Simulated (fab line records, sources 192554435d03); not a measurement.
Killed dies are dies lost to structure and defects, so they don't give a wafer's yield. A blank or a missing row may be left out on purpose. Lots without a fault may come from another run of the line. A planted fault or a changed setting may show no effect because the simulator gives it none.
Split-lot experiment | flow n5_finfet | 7 lots, 39 wafers read, on a route of 1938 steps

THE SPLIT
At N5_HKMG_FIN_ETCH_32 (etches SOC in N2/H2, target depth 240 nm, time 300 s), the setting bias_w was moved away from the recipe's 150 W on 9 of the 39 wafers read, by -12.8% to +14.9%. The other wafers ran this setting at the recipe's value.

The reading is taken at the split's own step.

THE READING
rf_vpp_V, in V, at N5_HKMG_FIN_ETCH_32 (etches SOC in N2/H2, target depth 240 nm, time 300 s). Fault-free wafers of this fab line usually give 522.9 V, standard deviation 2.1 V.

wafer  | tool, chamber at the split | bias_w as run, W | against the recipe | rf_vpp_V, V | against lot-mates on the recipe
L075.1 | rie_diel-06, 0             | 163.2            | +8.8%              | 550.6       | +25.9
L075.2 | rie_diel-06, 1             | 150              | recipe             | 527.3       | -
L075.3 | rie_diel-06, 2             | 150              | recipe             | 525.2       | -
L075.4 | rie_diel-06, 3             | 150              | recipe             | 521.6       | -
L075.5 | rie_diel-06, 0             | 163.2            | +8.8%              | 551.6       | +26.9
L075.6 | rie_diel-06, 3             | 163.2            | +8.8%              | 548.4       | +23.7
L079.1 | rie_diel-03, 1             | 150              | recipe             | 522.1       | -
L079.2 | rie_diel-03, 3             | 150              | recipe             | 524.4       | -
L079.3 | rie_diel-03, 0             | 150              | recipe             | 525.7       | -
L079.4 | rie_diel-03, 2             | 150              | recipe             | 525.2       | -
L079.5 | rie_diel-03, 1             | 150              | recipe             | 522.5       | -
L079.6 | rie_diel-03, 0             | 150              | recipe             | 525.5       | -
L082.1 | rie_diel-06, 2             | 150              | recipe             | 524.9       | -
L082.4 | rie_diel-06, 0             | 150              | recipe             | 522.5       | -
L082.6 | rie_diel-06, 3             | 150              | recipe             | 519.4       | -
L085.1 | rie_diel-02, 1             | 150              | recipe             | 521.4       | -
L085.2 | rie_diel-02, 0             | 150              | recipe             | 519.9       | -
L085.3 | rie_diel-02, 2             | 150              | recipe             | 523.8       | -
L085.4 | rie_diel-02, 2             | 150              | recipe             | 522.0       | -
L085.5 | rie_diel-02, 1             | 150              | recipe             | 520.9       | -
L085.6 | rie_diel-02, 0             | 150              | recipe             | 519.7       | -
L088.1 | rie_diel-06, 2             | 150              | recipe             | 524.3       | -
L088.2 | rie_diel-06, 0             | 130.8            | -12.8%             | 480.0       | -43.1
L088.3 | rie_diel-06, 1             | 130.8            | -12.8%             | 480.4       | -42.7
L088.4 | rie_diel-06, 3             | 150              | recipe             | 520.0       | -
L088.5 | rie_diel-06, 1             | 150              | recipe             | 525.1       | -
L088.6 | rie_diel-06, 0             | 130.8            | -12.8%             | 480.3       | -42.8
L091.1 | rie_diel-03, 3             | 150              | recipe             | 523.7       | -
L091.2 | rie_diel-03, 1             | 150              | recipe             | 521.6       | -
L091.3 | rie_diel-03, 2             | 150              | recipe             | 525.3       | -
L091.4 | rie_diel-03, 0             | 172.4            | +14.9%             | 573.4       | +49.9
L091.5 | rie_diel-03, 0             | 172.4            | +14.9%             | 573.7       | +50.2
L091.6 | rie_diel-03, 1             | 172.4            | +14.9%             | 568.5       | +45.0
L096.1 | rie_diel-02, 0             | 150              | recipe             | 521.1       | -
L096.2 | rie_diel-02, 2             | 150              | recipe             | 523.1       | -
L096.3 | rie_diel-02, 3             | 150              | recipe             | 521.5       | -
L096.4 | rie_diel-02, 2             | 150              | recipe             | 523.0       | -
L096.5 | rie_diel-02, 0             | 150              | recipe             | 520.0       | -
L096.6 | rie_diel-02, 3             | 150              | recipe             | 522.2       | -

THE FIT
A straight line over all 39 wafers: rf_vpp_V changes by +3.27 V for each +1% of bias_w; r = +0.99; the points scatter about the line by 2.1 V.
The same after taking each lot's own level away (the mean of its wafers on the recipe; 39 wafers): +3.23 V for each +1%; r = +1.00; scatter 1.9 V.
On that fit, the largest move of bias_w shifts the reading by 48 V.
The lots' own levels span 521.28 to 524.70 V, that is 1.6 times the standard deviation above.
So the lot-to-lot level changes the slope little: the two slopes agree.
Check: with one of the wafers moved furthest among these (+14.9%) left out of the fit, the line predicts +47.5 V for it against its lot-mates. It came out at +49.9 V against them.
Tool readings at the split's step, against how far the setting was moved: rf_vpp_V r = +0.99.

OTHER SPLITS ON THESE WAFERS
These wafers also went through other splits before the reading. Each is held against what the fit with the lots' levels taken away leaves over:
other split on the same wafers       | wafers away from the commonest value | r with rf_vpp_V (lot level and that fit taken away)
N5_DUMMY_GATE_EXPOSE_12 dose_mj      | 15                                   | +0.01
N5_DUMMY_GATE_ETCH_31 target_depth_a | 18                                   | -0.17
N5_SD_EPI_P_EPI_21 time_s            | 15                                   | +0.20

THE FILE'S OWN FIT
rf_vpp_V changes by +3.22 V for each +1% of bias_w, r = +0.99.
